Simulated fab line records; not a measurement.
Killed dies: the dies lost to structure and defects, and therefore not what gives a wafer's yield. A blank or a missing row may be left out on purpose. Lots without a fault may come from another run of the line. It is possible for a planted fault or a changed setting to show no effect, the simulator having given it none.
Matching of chambers | flow n5 finfet | rie si-01 running N5_BEOL_M0_SAQP_MANDREL2_REMOVE_110: 4 sister chambers
The step chemistry HBr/Cl2/O2, target a-Si, stops on SiCN, bt time 10 s. 4 wafers are shown with their chamber, then 7 later ones without.

== WAFERS, EACH WITH ITS CHAMBER ==
wafer  | chamber | throttle valve pct (%)
L084.4 | 1       | 37.2
L085.1 | 0       | 36.9
L089.1 | 3       | 36.9
L089.2 | 2       | 36.2

== WAFERS WITH NO CHAMBER GIVEN ==
wafer  | throttle valve pct (%)
L089.5 | 37.1
L091.1 | 36.1
L091.2 | 36.9
L091.6 | 36.9
L094.2 | 36.2
L094.3 | 37.1
L094.5 | 36.9

== WHICH CHAMBER EACH ONE RAN IN ==
wafer  | from the rows above          | in truth
L089.5 | can't be placed: 1 or 0 or 3 | 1
L091.1 | 2                            | 2
L091.2 | can't be placed: 0 or 3      | 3
L091.6 | can't be placed: 0 or 3      | 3
L094.2 | 2                            | 2
L094.3 | can't be placed: 1 or 0 or 3 | 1
L094.5 | can't be placed: 0 or 3      | 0
Correct placement for 2 of the 7. Not placeable from these rows: 5 (in 5, the candidates include the true chamber). Placed wrongly: 0.
How it was worked out, from the rows above alone: a wafer's distance from a chamber is the root of the sum, over the readings, of the square of ((its reading less the chamber's mean) divided by the reading's scatter). The wafer belongs to the nearest chamber; if the next one is less than 2 further off, it can't be placed. Each chamber's mean is taken over the wafers shown for it. The scatter: root of mean squared gap, hidden wafer to nearest shown wafer, with one shown wafer a chamber.
